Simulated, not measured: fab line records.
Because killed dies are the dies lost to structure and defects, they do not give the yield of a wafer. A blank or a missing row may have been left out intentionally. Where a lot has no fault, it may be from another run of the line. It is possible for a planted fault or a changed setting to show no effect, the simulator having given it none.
Matching of chambers | flow nandHarc | 4 sister chambers for NHARC_A_CHANNEL_FILL_D1_CMP_10 on cmp-04
The step polishes, target thk 150 nm. 18 wafers are shown with their chamber, then 9 later ones without.

== WAFERS WITH THEIR CHAMBER ==
wafer  | chamber | motorCurrentA (A) | timeToEndpointS (s) | edgeZonePressureFrac
L074.1 | 1       | 12.9              | 13.6                | 1.002
L074.2 | 3       | 14.2              | 8.4                 | 1.003
L074.6 | 3       | 14.2              | 10.2                | 1.011
L077.1 | 0       | 11.4              | 14.2                | 0.994
L077.5 | 0       | 11.3              | 9.7                 | 1.001
L077.6 | 1       | 13.1              | 14.6                | 1.003
L078.4 | 0       | 11.2              | 13.4                | 0.996
L078.5 | 2       | 13.1              | 11.8                | 1.003
L078.6 | 1       | 12.4              | 13.6                | 0.999
L081.1 | 3       | 13.5              | 11.4                | 1.002
L081.3 | 0       | 11.8              | 12.6                | 1.004
L081.6 | 1       | 12.6              | 14.6                | 0.990
L082.1 | 0       | 10.8              | 16.7                | 1.008
L082.2 | 3       | 14.5              | 16.3                | 0.994
L082.4 | 1       | 12.9              | 16.6                | 1.006
L084.2 | 0       | 11.4              | 16.6                | 0.997
L084.3 | 1       | 12.5              | 17.0                | 0.999
L084.5 | 0       | 11.1              | 15.7                | 0.997

SIGNATURES (means of the wafers above)
reading              | chamber 0 | chamber 1 | chamber 2 | chamber 3 | scatter within a chamber
motorCurrentA        | 11.286    | 12.733    | 13.100    | 14.100    | 0.325
timeToEndpointS      | 14.129    | 15.000    | 11.800    | 11.575    | 2.43
edgeZonePressureFrac | 0.99957   | 0.99983   | 1.00300   | 1.00250   | 0.00564
Rule: a wafer lies at a distance from a chamber equal to the root of the sum of squares, over the readings, of (its reading less the chamber's mean, divided by the reading's scatter). The wafer belongs to the nearest chamber; if the next one is less than 2 further off, it can't be placed. The scatter is the square root of a quotient: the sum, over the shown wafers, of each reading's squared deviation from its chamber's mean, divided by wafers minus chambers.

== WAFERS WHOSE CHAMBER IS MISSING ==
wafer  | motorCurrentA (A) | timeToEndpointS (s) | edgeZonePressureFrac
L085.2 | 11.7              | 14.0                | 0.997
L085.4 | 11.7              | 13.5                | 0.996
L085.5 | 12.4              | 12.0                | 0.999
L091.1 | 12.7              | 14.6                | 0.995
L091.2 | 14.5              | 16.4                | 1.003
L091.5 | 14.4              | 15.6                | 1.004
L094.1 | 12.8              | 17.4                | 1.005
L094.4 | 10.9              | 15.6                | 1.008
L094.6 | 12.8              | 16.9                | 1.010

== CHAMBER TAKEN BY EACH ==
wafer  | from the rows above          | in truth
L085.2 | can't be placed: 0 or 1      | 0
L085.4 | can't be placed: 0 or 1      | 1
L085.5 | can't be placed: 1 or 2 or 0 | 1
L091.1 | can't be placed: 1 or 2      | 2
L091.2 | 3                            | 3
L091.5 | 3                            | 3
L094.1 | can't be placed: 1 or 2      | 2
L094.4 | 0                            | 0
L094.6 | can't be placed: 1 or 2      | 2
Correctly placed: 3 of 9. Cannot be placed on the basis of these rows: 6; the candidates contain the true chamber in 6. Number placed wrongly: 0.
